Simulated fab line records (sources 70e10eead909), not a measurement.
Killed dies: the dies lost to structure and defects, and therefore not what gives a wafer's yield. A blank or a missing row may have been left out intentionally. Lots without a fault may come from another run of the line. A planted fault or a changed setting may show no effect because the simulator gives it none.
Code-filled problem report in 8D (eight disciplines) form	flow nand-harc	the parts of the form that need people (team, actions taken, sign-off) are left out

## 1. WHAT WENT WRONG
Wafers without a fault read 28.5 s, standard deviation 2.8; time-to-endpoint-s at NHARC_A_M1_CMP_23 reads a mean of 45.6 s on 2 wafers belonging to 2 lots. Relative to the usual mean, that is a shift of +6.1 standard deviations.
The step: polishes, t overpolish 20 s, target thk 154.34 nm.
Seen first at day 26 20:59 on cmp-01, wafer L668.6. The record has a number at this step for 30 wafers belonging to 10 lots. The rule behind "out" and "out of limits": a value lying over 4 standard deviations away from the usual mean. Any other wafer with a number is counted as sound.

## 2. WHAT IT IS AND WHAT IT IS NOT
question	is	is not
which readings at this step	time-to-endpoint-s	motor-current-A
which lots	L668, L669	L660, L665, L675, L676, L677, L678, L679, L681
which wafers of those lots	L668.6, L669.2	L668.1, L668.4, L669.3, L669.5
read on which tools	cmp-01	cmp-02, cmp-03
when	from day 26 20:59	up to then (8 sound wafers); but 20 sound wafers of L669, L675, L676, L677, L678, L679, L681 came after

## 3. SUSPECTS, AND WHAT RULES EACH OUT
Counting: any tool at a process step up to the reading remains a suspect provided it ran every lot that is out. Sound lots after the first of them don't rule it out here, since some wafers of a struck lot are sound.
- rie-diel-02 at NHARC_A_M1_DESCUM_14 (chemistry O2, time 3 s): kept. Ran every lot that is out, first one L668 (day 26 18:50); last sound lot up to then L660 (day 23 11:19).
- rie-diel-02 at NHARC_A_M1_ETCH_15 (etches the open film in C4F8/Ar, target depth 182.5 nm, time 91.2 s): kept. Ran every lot that is out, first one L668 (day 26 20:13); last sound lot up to then L660 (day 23 12:46). Because NHARC_A_M1_ETCH_15 lacks a start for some lots, the hours and order of its lots are taken from NHARC_A_M1_ECD_22.
- rie-diel-06 at NHARC_A_M1_ETCH_28 (etches the open film in CF4/N2, target depth 30 nm, time 72.99 s): kept. Ran every lot that is out, first one L668 (day 26 20:13); last sound lot up to then L660 (day 23 12:46). Because NHARC_A_M1_ETCH_28 lacks a start for some lots, the hours and order of its lots are taken from NHARC_A_M1_ECD_22.
- ecd-cu-02 at NHARC_A_M1_ECD_22 (material Cu, target thk 400 nm): kept. Ran every lot that is out, first one L668 (day 26 20:13); last sound lot up to then L660 (day 23 12:46).
- cmp-01 at NHARC_A_M1_CMP_23 (polishes, t overpolish 20 s, target thk 154.34 nm): kept. It ran every lot that is out, first L668 (day 26 20:59). On those wafers its own readings are out: time-to-endpoint-s.
Left after counting: rie-diel-02 at NHARC_A_M1_DESCUM_14, rie-diel-02 at NHARC_A_M1_ETCH_15, rie-diel-06 at NHARC_A_M1_ETCH_28, ecd-cu-02 at NHARC_A_M1_ECD_22, cmp-01 at NHARC_A_M1_CMP_23.

## 4. THE CAUSE (what the simulator had put in)
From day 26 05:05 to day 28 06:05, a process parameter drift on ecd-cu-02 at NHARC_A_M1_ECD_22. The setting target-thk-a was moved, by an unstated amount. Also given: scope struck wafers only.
This tool is one of the 5 suspects left after counting.

## 5. THE CHAIN OF EFFECTS, in route order
Each row: a reading where the mean over the struck wafers with a number is more than 3 standard deviations away from the usual. Only readings for which the record gives a usual standard deviation are gone through. hours: the time from each lot's start at the first step in this table that gives one to its start at this step, as a median over the lots. sigmas: the change in usual standard deviations.
hours	step	reading	usual	on struck wafers	change	sigmas
0	NHARC_A_M1_CMP_23	time-to-endpoint-s	28.5 s	45.6	+17.1	+6.1
Its process steps:
- NHARC_A_M1_CMP_23: polishes, t overpolish 20 s, target thk 154.34 nm.

## 6. WHAT WOULD HAVE CAUGHT IT SOONER
In this record no reading fell out of limits until day 26 20:59, 16 hours after the fault had begun at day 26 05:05.
Of the lots that are out (2), L669 began NHARC_A_M1_ECD_22 on ecd-cu-02 after day 26 20:59. Had the tool been put on hold then, it would have been spared.
